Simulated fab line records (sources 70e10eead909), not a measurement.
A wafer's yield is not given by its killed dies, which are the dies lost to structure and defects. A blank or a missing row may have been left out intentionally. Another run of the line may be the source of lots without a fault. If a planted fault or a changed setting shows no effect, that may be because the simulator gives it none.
The tool behind it: which one?	flow nandHarc	24 lots, 72 wafers sampled, at 6 steps of a route of 1302

WHAT EACH GAUGE READ, for each wafer
The record holds no reading of a measuring or inspecting step that can be judged against a usual standard deviation.

TOOL THAT RAN EACH LOT (tool first, then ch and the chambers of the sampled wafers, then the start)
lot	NHARC_A_STAIRCASE_ETCH_292	NHARC_A_STAIRCASE_HM_DEP_462	NHARC_A_STAIRCASE_DEP_417	NHARC_A_STAIRCASE_ALD_420	NHARC_A_STAIRCASE_STRIP_446	NHARC_A_STAIRCASE_STRIP_475
L074	rieDiel-05 ch 0,2,3, day 16 04:09	aclDep-01 ch 0, day 16 07:43	pecvd-02 ch 1,2, day 16 14:55	aldHk-02 ch 0,1, day 16 17:44	plasmaAsher-02 ch 0,1, day 18 14:23	rieDiel-05 ch 1,2, no start
L075	rieDiel-08 ch 0,1, day 16 23:54	aclDep-01 ch 0, day 17 02:20	pecvd-01 ch 0,1,2, day 17 08:57	aldHk-02 ch 0,2,3, day 17 11:58	plasmaAsher-02 ch 0,1, day 19 11:33	rieDiel-05 ch 0,1,2, no start
L076	rieDiel-08 ch 1,2, day 17 20:20	aclDep-03 ch 0, day 18 00:55	pecvd-03 ch 0,2, day 18 08:08	aldHk-04 ch 2,3, day 18 10:51	plasmaAsher-02 ch 0,1, day 20 02:33	rieDiel-08 ch 1,2,3, no start
L077	rieDiel-09 ch 0,1,2, day 18 05:13	aclDep-01 ch 0, day 18 07:31	pecvd-01 ch 0,2, day 18 17:15	aldHk-01 ch 1,3, day 18 20:04	plasmaAsher-02 ch 0,1, day 20 14:51	rieDiel-05 ch 1,2, day 20 16:46
L078	rieDiel-09 ch 0,1,2, day 18 07:12	aclDep-01 ch 0, day 18 09:41	pecvd-02 ch 0,1,2, day 18 17:12	aldHk-04 ch 1,2,3, day 18 19:55	plasmaAsher-02 ch 0,1, day 20 13:41	rieDiel-08 ch 0,1,2, no start
L079	rieDiel-05 ch 0,2, day 18 19:46	aclDep-01 ch 0, day 18 22:53	pecvd-01 ch 0,2, day 19 05:32	aldHk-02 ch 0,1,2, day 19 09:30	plasmaAsher-02 ch 0,1, day 21 02:25	rieDiel-05 ch 0,1,3, no start
L080	rieDiel-08 ch 1,2, day 19 09:24	aclDep-02 ch 0, day 19 13:15	pecvd-02 ch 1,2, day 19 19:40	aldHk-02 ch 1,2, day 20 02:14	plasmaAsher-01 ch 0,1, day 21 15:58	rieDiel-05 ch 1,2,3, no start
L081	rieDiel-09 ch 1,2, day 19 13:10	aclDep-01 ch 0, day 19 16:14	pecvd-03 ch 0,1,2, day 19 22:41	aldHk-04 ch 0,1,2, day 20 02:43	plasmaAsher-02 ch 0,1, day 21 15:58	rieDiel-08 ch 0,2,3, day 21 17:52
L082	rieDiel-08 ch 1,2,3, day 20 07:22	aclDep-03 ch 0, day 20 09:33	pecvd-03 ch 0,1,2, day 20 16:56	aldHk-02 ch 1,2,3, day 20 19:46	plasmaAsher-02 ch 0,1, day 22 11:13	rieDiel-09 ch 0,2,3, no start
L083	rieDiel-05 ch 1,2, day 20 14:23	aclDep-02 ch 0, day 20 17:10	pecvd-03 ch 0,1, day 21 00:07	aldHk-04 ch 0,2,3, day 21 02:50	plasmaAsher-02 ch 0, day 22 20:16	rieDiel-08 ch 1,2, no start
L085	rieDiel-09 ch 0,2,3, day 21 08:30	aclDep-01 ch 0, day 21 13:14	pecvd-03 ch 0,1, day 21 20:44	aldHk-04 ch 1,2, day 21 23:27	plasmaAsher-01 ch 0,1, day 23 12:32	rieDiel-09 ch 1,2,3, no start
L084	rieDiel-08 ch 2,3, day 21 13:43	aclDep-02 ch 0, day 21 18:07	pecvd-03 ch 0,2, day 22 02:06	aldHk-01 ch 1,2,3, day 22 05:16	plasmaAsher-01 ch 1, day 23 12:49	rieDiel-08 ch 0,3, no start
L086	rieDiel-09 ch 2,3, day 21 14:19	aclDep-01 ch 0, day 21 16:49	pecvd-02 ch 1,2, day 22 00:22	aldHk-01 ch 0,1,3, day 22 03:02	plasmaAsher-01 ch 0, day 23 12:15	rieDiel-08 ch 1,2,3, no start
L087	rieDiel-08 ch 1,2,3, day 22 11:50	aclDep-03 ch 0, day 22 14:01	pecvd-02 ch 0,1,2, day 22 21:07	aldHk-01 ch 0,2,3, day 23 00:44	plasmaAsher-01 ch 0,1, day 24 12:08	rieDiel-09 ch 0,1,3, no start
L088	rieDiel-09 ch 0,1,2, day 22 14:19	aclDep-03 ch 0, day 22 18:01	pecvd-03 ch 0,1,2, day 23 00:59	aldHk-01 ch 0,2,3, day 23 04:14	plasmaAsher-02 ch 0,1, day 24 12:15	rieDiel-05 ch 0,3, no start
L089	rieDiel-05 ch 1,2,3, day 22 23:02	aclDep-03 ch 0, day 23 02:56	pecvd-03 ch 0,1,2, day 23 11:01	aldHk-01 ch 0,1,3, day 23 13:56	plasmaAsher-01 ch 0, day 25 06:17	rieDiel-08 ch 0,2, no start
L090	rieDiel-08 ch 0,1, day 23 01:01	aclDep-03 ch 0, day 23 04:47	pecvd-03 ch 0,1,2, day 23 14:45	aldHk-04 ch 0,1,2, day 23 17:32	plasmaAsher-02 ch 1, day 25 06:41	rieDiel-08 ch 0,1,2, no start
L092	rieDiel-09 ch 0,1, day 23 20:41	aclDep-02 ch 0, day 23 23:14	pecvd-01 ch 0,1,2, day 24 05:55	aldHk-04 ch 0,1,2, day 24 08:47	plasmaAsher-01 ch 0,1, day 26 06:19	rieDiel-09 ch 0,1,2, no start
L091	rieDiel-05 ch 2,3, day 23 22:30	aclDep-03 ch 0, day 24 07:21	pecvd-02 ch 0,1,2, day 24 13:58	aldHk-01 ch 1,3, day 24 16:40	plasmaAsher-01 ch 0,1, day 26 11:07	rieDiel-09 ch 0,2, no start
L093	rieDiel-09 ch 0,1,3, day 24 20:45	aclDep-01 ch 0, day 25 03:28	pecvd-01 ch 0,1,2, day 25 14:03	aldHk-04 ch 1,2,3, day 25 17:37	plasmaAsher-01 ch 0,1, day 27 07:59	rieDiel-09 ch 0,1,3, no start
L094	rieDiel-05 ch 0,2, day 25 07:30	aclDep-02 ch 0, day 25 09:40	pecvd-03 ch 0,1,2, day 25 16:45	aldHk-01 ch 0,3, day 25 19:29	plasmaAsher-02 ch 0,1, day 27 07:45	rieDiel-05 ch 0,2,3, day 27 09:39
L095	rieDiel-08 ch 0,1,2, day 25 14:54	aclDep-03 ch 0, day 25 20:32	pecvd-02 ch 0,2, day 26 03:27	aldHk-04 ch 0,1,2, day 26 06:10	plasmaAsher-02 ch 0, day 28 00:58	rieDiel-08 ch 2,3, no start
L096	rieDiel-08 ch 0,2,3, day 26 00:45	aclDep-03 ch 0, day 26 02:53	pecvd-01 ch 0,1,2, day 26 09:53	aldHk-01 ch 1,2,3, day 26 15:26	plasmaAsher-02 ch 1, day 28 10:39	rieDiel-08 ch 0,1,2, no start
L097	rieDiel-09 ch 0,1, day 27 09:06	aclDep-01 ch 0, day 27 11:39	pecvd-03 ch 0,1,2, day 27 18:20	aldHk-04 ch 0,2,3, day 27 21:11	plasmaAsher-02 ch 1, day 29 13:59	rieDiel-05 ch 0,3, no start
- NHARC_A_STAIRCASE_ETCH_292: etches the open film in CF4/CHF3.
- NHARC_A_STAIRCASE_HM_DEP_462: deposits aC, target thk 800 nm.
- NHARC_A_STAIRCASE_DEP_417: deposits Si3N4, target thk 60 nm.
- NHARC_A_STAIRCASE_ALD_420: deposits SiO2, target thk 20 nm, pulse time 6 s, ald cycles 200.
- NHARC_A_STAIRCASE_STRIP_446: strips in O2.
- NHARC_A_STAIRCASE_STRIP_475: strips in O2, time 20 s.

AS READ BY THE TOOLS THEMSELVES (means over the sampled wafers that have a number; for cases with no such wafer, the mark the record gives instead)
NHARC_A_STAIRCASE_ETCH_292. Usual: biasW 200.0 W, standard deviation 0.64; drypumpMotorCurrentA 6.14 A, standard deviation 0.27; oesProductAu 0.934 a.u., standard deviation 0.021; rfVppV 370.8 V, standard deviation 2.7; showerheadPlenumPTorr 1.58 Torr, standard deviation 0.079; throttleValvePct 16.804 %, standard deviation 0.009.
lot	tool	biasW (W)	drypumpMotorCurrentA (A)	oesProductAu (a.u.)	rfVppV (V)	showerheadPlenumPTorr (Torr)	throttleValvePct (%)	flag
L074	rieDiel-05	200.1	6.12	0.931	368.2	1.51	16.813	
L075	rieDiel-08	200.0	6.08	0.966	374.5	1.65	16.802	
L076	rieDiel-08	200.3	6.19	0.922	374.6	1.69	16.794	
L077	rieDiel-09	200.1	6.08	0.927	370.1	1.55	16.805	
L078	rieDiel-09	200.1	6.09	0.919	369.9	1.55	16.811	
L079	rieDiel-05	199.4	6.03	0.956	368.4	1.52	16.808	
L080	rieDiel-08	200.2	6.05	0.926	373.4	1.68	16.793	
L081	rieDiel-09	200.3	6.03	0.978	370.0	1.55	16.795	
L082	rieDiel-08	200.0	6.17	0.919	372.7	1.63	16.796	
L083	rieDiel-05	199.2	6.07	0.911	368.3	1.52	16.801	
L085	rieDiel-09	199.7	6.21	0.925	369.9	1.54	16.810	
L084	rieDiel-08	199.9	6.30	0.919	370.3	1.57	16.813	
L086	rieDiel-09	199.6	6.18	0.912	369.8	1.54	16.809	
L087	rieDiel-08	200.6	6.16	0.926	372.0	1.62	16.803	
L088	rieDiel-09	200.7	6.07	0.983	369.8	1.54	16.810	
L089	rieDiel-05	200.1	6.20	0.922	369.9	1.57	16.804	
L090	rieDiel-08	200.2	6.26	0.919	371.8	1.60	16.812	
L092	rieDiel-09	199.6	5.83	0.929	371.0	1.59	16.803	
L091	rieDiel-05	199.9	6.20	0.923	369.8	1.56	16.802	
L093	rieDiel-09	200.0	5.99	0.932	370.9	1.58	16.803	
L094	rieDiel-05	199.4	5.92	0.977	369.4	1.52	16.802	
L095	rieDiel-08	200.4	6.22	0.925	372.6	1.64	16.794	
L096	rieDiel-08	200.2	6.34	0.935	371.1	1.58	16.797	
L097	rieDiel-09	199.5	6.12	0.927	369.6	1.54	16.804	

NHARC_A_STAIRCASE_HM_DEP_462. Usual: throttleValvePct 35.000 %, standard deviation 0.0088.
lot	tool	throttleValvePct (%)	flag
L074	aclDep-01	34.993	
L075	aclDep-01	34.995	
L076	aclDep-03	34.998	
L077	aclDep-01	34.992	
L078	aclDep-01	34.998	
L079	aclDep-01	35.001	
L080	aclDep-02	35.007	
L081	aclDep-01	34.996	
L082	aclDep-03	35.000	
L083	aclDep-02	35.009	
L085	aclDep-01	34.998	
L084	aclDep-02	34.994	
L086	aclDep-01	34.992	
L087	aclDep-03	35.002	
L088	aclDep-03	34.998	
L089	aclDep-03	34.999	
L090	aclDep-03	34.994	
L092	aclDep-02	35.011	
L091	aclDep-03	35.012	
L093	aclDep-01	35.003	
L094	aclDep-02	34.990	
L095	aclDep-03	35.003	
L096	aclDep-03	34.998	
L097	aclDep-01	35.002	

NHARC_A_STAIRCASE_DEP_417. Usual: heaterPowerOuterW 418 W, standard deviation 66; heaterPowerW 697 W, standard deviation 69.
lot	tool	heaterPowerOuterW (W)	heaterPowerW (W)	flag
L074	pecvd-02	428	722	
L075	pecvd-01	375	684	
L076	pecvd-03	410	679	
L077	pecvd-01	360	658	
L078	pecvd-02	397	657	
L079	pecvd-01	433	729	
L080	pecvd-02	412	685	
L081	pecvd-03	431	701	
L082	pecvd-03	425	689	
L083	pecvd-03	363	618	
L085	pecvd-03	392	679	
L084	pecvd-03	491	758	
L086	pecvd-02	394	656	
L087	pecvd-02	410	665	
L088	pecvd-03	431	705	
L089	pecvd-03	446	721	
L090	pecvd-03	423	694	
L092	pecvd-01	426	742	
L091	pecvd-02	419	672	
L093	pecvd-01	403	714	
L094	pecvd-03	417	688	
L095	pecvd-02	441	727	
L096	pecvd-01	408	724	
L097	pecvd-03	460	753	

NHARC_A_STAIRCASE_ALD_420. Usual: heaterPowerOuterW 256 W, standard deviation 36; heaterPowerW 453 W, standard deviation 55; precursorPulseHeightRel 1.000, standard deviation 0.02.
lot	tool	heaterPowerOuterW (W)	heaterPowerW (W)	precursorPulseHeightRel	flag
L074	aldHk-02	222	403	0.999	
L075	aldHk-02	235	422	1.000	
L076	aldHk-04	226	437	1.007	
L077	aldHk-01	277	491	0.999	
L078	aldHk-04	237	439	0.997	
L079	aldHk-02	236	425	1.009	
L080	aldHk-02	224	409	1.002	
L081	aldHk-04	271	461	1.005	
L082	aldHk-02	230	414	0.981	
L083	aldHk-04	261	464	1.014	
L085	aldHk-04	246	419	0.997	
L084	aldHk-01	265	476	0.989	
L086	aldHk-01	276	477	0.994	
L087	aldHk-01	260	453	0.993	
L088	aldHk-01	263	459	1.008	
L089	aldHk-01	270	480	1.024	
L090	aldHk-04	272	468	1.002	
L092	aldHk-04	272	478	0.992	
L091	aldHk-01	274	492	1.014	
L093	aldHk-04	236	432	0.986	
L094	aldHk-01	262	474	1.012	
L095	aldHk-04	276	463	1.006	
L096	aldHk-01	269	462	1.026	
L097	aldHk-04	262	466	0.988	

NHARC_A_STAIRCASE_STRIP_446. Usual: drypumpMotorCurrentA 6.0 A, standard deviation 0.62; heaterPowerW 350 W, standard deviation 37.
lot	tool	drypumpMotorCurrentA (A)	heaterPowerW (W)	flag
L074	plasmaAsher-02	5.5	338	
L075	plasmaAsher-02	5.5	334	
L076	plasmaAsher-02	5.9	315	
L077	plasmaAsher-02	5.9	315	
L078	plasmaAsher-02	5.9	318	
L079	plasmaAsher-02	5.5	330	
L080	plasmaAsher-01	6.6	380	
L081	plasmaAsher-02	5.5	333	
L082	plasmaAsher-02	5.5	338	
L083	plasmaAsher-02	5.1	352	
L085	plasmaAsher-01	6.6	379	
L084	plasmaAsher-01	6.4	396	
L086	plasmaAsher-01	6.6	373	
L087	plasmaAsher-01	6.5	389	
L088	plasmaAsher-02	5.9	318	
L089	plasmaAsher-01	6.7	380	
L090	plasmaAsher-02	6.3	305	
L092	plasmaAsher-01	6.6	382	
L091	plasmaAsher-01	6.5	396	
L093	plasmaAsher-01	6.5	393	
L094	plasmaAsher-02	5.9	322	
L095	plasmaAsher-02	5.1	359	
L096	plasmaAsher-02	6.3	302	
L097	plasmaAsher-02	6.3	301	

NHARC_A_STAIRCASE_STRIP_475. Usual: drypumpMotorCurrentA 6.16 A, standard deviation 0.25; oesProductAu 1.000 a.u., standard deviation 0.0081; rfVppV 57.9 V, standard deviation 0.94; showerheadPlenumPTorr 3.55 Torr, standard deviation 0.17; throttleValvePct 17.036 %, standard deviation 0.0086.
lot	tool	drypumpMotorCurrentA (A)	oesProductAu (a.u.)	rfVppV (V)	showerheadPlenumPTorr (Torr)	throttleValvePct (%)	flag
L074	rieDiel-05	6.11	0.994	58.3	3.40	17.038	
L075	rieDiel-05	6.00	1.002	58.6	3.42	17.037	
L076	rieDiel-08	6.20	0.994	58.6	3.65	17.044	
L077	rieDiel-05	6.09	0.991	57.2	3.41	17.037	
L078	rieDiel-08	6.24	0.995	58.1	3.69	17.026	
L079	rieDiel-05	6.11	0.997	57.7	3.56	17.038	
L080	rieDiel-05	6.20	0.993	57.8	3.53	17.039	
L081	rieDiel-08	6.36	0.992	58.7	3.57	17.038	
L082	rieDiel-09	6.22	1.001	56.8	3.44	17.026	
L083	rieDiel-08	6.20	1.003	58.3	3.77	17.038	
L085	rieDiel-09	5.98	0.998	58.0	3.56	17.032	
L084	rieDiel-08	6.39	1.004	56.9	3.48	17.035	
L086	rieDiel-08	6.19	1.000	58.0	3.63	17.040	
L087	rieDiel-09	6.00	1.006	57.6	3.55	17.037	
L088	rieDiel-05	6.23	0.999	57.9	3.67	17.027	
L089	rieDiel-08	6.37	0.991	57.5	3.60	17.039	
L090	rieDiel-08	6.24	1.007	57.7	3.68	17.032	
L092	rieDiel-09	6.07	1.002	58.2	3.45	17.034	
L091	rieDiel-09	6.34	1.001	58.5	3.33	17.033	
L093	rieDiel-09	5.98	1.007	58.5	3.54	17.037	
L094	rieDiel-05	6.13	0.998	57.9	3.52	17.043	
L095	rieDiel-08	6.32	0.999	57.6	3.63	17.024	
L096	rieDiel-08	6.24	1.002	58.2	3.66	17.043	
L097	rieDiel-05	6.23	1.004	58.0	3.65	17.044	

THE ANSWER, worked out from the rows above alone
Rule: lot off if the mean of its wafers having a number is beyond 3 standard deviations from the usual mean. A lot without any number at a reading at which 4 lots or more have one is off too. Where the step has rows for the other lots, those lots are counted as sound. The gauges are gone through in route order, then the tools' own readings, and for those a lot's mean is taken as printed above. At the first step where some lot is off, the reading lying furthest off is the one used; lots without a number count as furthest.
No lot is off at any reading shown: from this, nothing can be told.

WHAT HAD BEEN PUT IN BY THE SIMULATOR
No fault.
